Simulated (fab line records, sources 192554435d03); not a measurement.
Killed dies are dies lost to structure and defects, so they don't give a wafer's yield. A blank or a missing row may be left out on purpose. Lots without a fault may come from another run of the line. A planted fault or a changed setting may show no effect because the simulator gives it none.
Chamber matching | flow n5_finfet | N5_BEOL_M10_ETCH_62 on rie_diel-06: 4 sister chambers
The step etches SOC in N2/H2, target depth 110 nm, overetch 22 nm, time 165 s. 4 wafers are shown with their chamber, then 8 later ones without.

WAFERS WITH THEIR CHAMBER
wafer  | chamber | drypump_motor_current_A (A)
L076.6 | 1       | 5.7
L086.2 | 2       | 6.0
L086.4 | 3       | 4.9
L091.4 | 0       | 6.8

WAFERS WITHOUT THEIR CHAMBER
wafer  | drypump_motor_current_A (A)
L091.5 | 5.7
L091.6 | 6.8
L093.1 | 4.9
L093.4 | 5.7
L093.5 | 4.9
L094.2 | 4.9
L094.3 | 5.7
L094.4 | 6.9

WHICH CHAMBER EACH WENT THROUGH
wafer  | from the rows above | in truth
L091.5 | 1                   | 1
L091.6 | 0                   | 0
L093.1 | 3                   | 3
L093.4 | 1                   | 1
L093.5 | 3                   | 3
L094.2 | 3                   | 3
L094.3 | 1                   | 1
L094.4 | 0                   | 0
Placed correctly: 8 of 8. Can't be placed from these rows: 0. Placed wrongly: 0.
How it was worked out, from the rows above alone: a wafer's distance from a chamber is the root of the sum, over the readings, of the square of ((its reading less the chamber's mean) divided by the reading's scatter). The wafer belongs to the nearest chamber; if the next one is less than 2 further off, it can't be placed. A chamber's mean is the mean of its shown wafers. The scatter: with one shown wafer a chamber, the root of the mean of the squares of how far each hidden wafer lies from its nearest shown one.
